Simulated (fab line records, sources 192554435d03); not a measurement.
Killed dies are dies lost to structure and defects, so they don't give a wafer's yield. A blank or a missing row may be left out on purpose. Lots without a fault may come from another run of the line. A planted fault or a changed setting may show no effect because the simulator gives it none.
Chamber matching | flow n5_finfet | N5_BEOL_M0_SAQP_ETCH_107 on rie_diel-01: 4 sister chambers
The step etches SiNx in CH3F/O2, target depth 30 nm. 14 wafers are shown with their chamber, then 6 later ones without.

WAFERS WITH THEIR CHAMBER
wafer  | chamber | throttle_valve_pct (%) | drypump_motor_current_A (A) | oes_product_au (a.u.)
L117.3 | 1       | 16.74                  | 5.7                         | 0.74
L117.4 | 0       | 15.92                  | 5.8                         | 0.87
L117.5 | 3       | 16.42                  | 5.3                         | 0.68
L119.2 | 0       | 15.93                  | 5.9                         | 0.86
L119.3 | 1       | 16.74                  | 5.8                         | 0.74
L119.4 | 3       | 16.42                  | 5.3                         | 0.69
L123.1 | 0       | 15.96                  | 5.9                         | 0.84
L123.2 | 2       | 15.92                  | 5.3                         | 0.88
L123.4 | 3       | 16.47                  | 5.3                         | 0.68
L128.3 | 1       | 16.80                  | 5.8                         | 0.72
L128.4 | 1       | 16.79                  | 5.8                         | 0.71
L128.5 | 2       | 15.94                  | 5.4                         | 0.86
L129.4 | 1       | 16.78                  | 5.8                         | 0.72
L129.5 | 0       | 15.97                  | 5.9                         | 0.82

SIGNATURES (means of the wafers above)
reading                 | chamber 0 | chamber 1 | chamber 2 | chamber 3 | scatter within a chamber
throttle_valve_pct      | 15.9450   | 16.7700   | 15.9300   | 16.4367   | 0.026
drypump_motor_current_A | 5.875     | 5.780     | 5.350     | 5.300     | 0.0453
oes_product_au          | 0.8475    | 0.7260    | 0.8700    | 0.6833    | 0.0157
Rule: a wafer's distance from a chamber is the root of the sum, over the readings, of the square of ((its reading less the chamber's mean) divided by the reading's scatter). The wafer belongs to the nearest chamber; if the next one is less than 2 further off, it can't be placed. The scatter: the root of (the sum of the squares of (reading less its chamber's mean) over the shown wafers, divided by (wafers less chambers)).

WAFERS WITHOUT THEIR CHAMBER
wafer  | throttle_valve_pct (%) | drypump_motor_current_A (A) | oes_product_au (a.u.)
L129.6 | 15.95                  | 5.3                         | 0.86
L133.1 | 16.00                  | 5.3                         | 0.98
L133.2 | 15.95                  | 5.4                         | 0.86
L133.5 | 15.93                  | 5.4                         | 0.86
L138.3 | 16.00                  | 5.9                         | 0.81
L138.5 | 16.00                  | 5.3                         | 0.94

WHICH CHAMBER EACH WENT THROUGH
wafer  | from the rows above | in truth
L129.6 | 2                   | 2
L133.1 | 2                   | 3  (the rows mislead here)
L133.2 | 2                   | 2
L133.5 | 2                   | 2
L138.3 | 0                   | 0
L138.5 | 2                   | 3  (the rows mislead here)
Placed correctly: 4 of 6. Can't be placed from these rows: 0. Placed wrongly: 2.
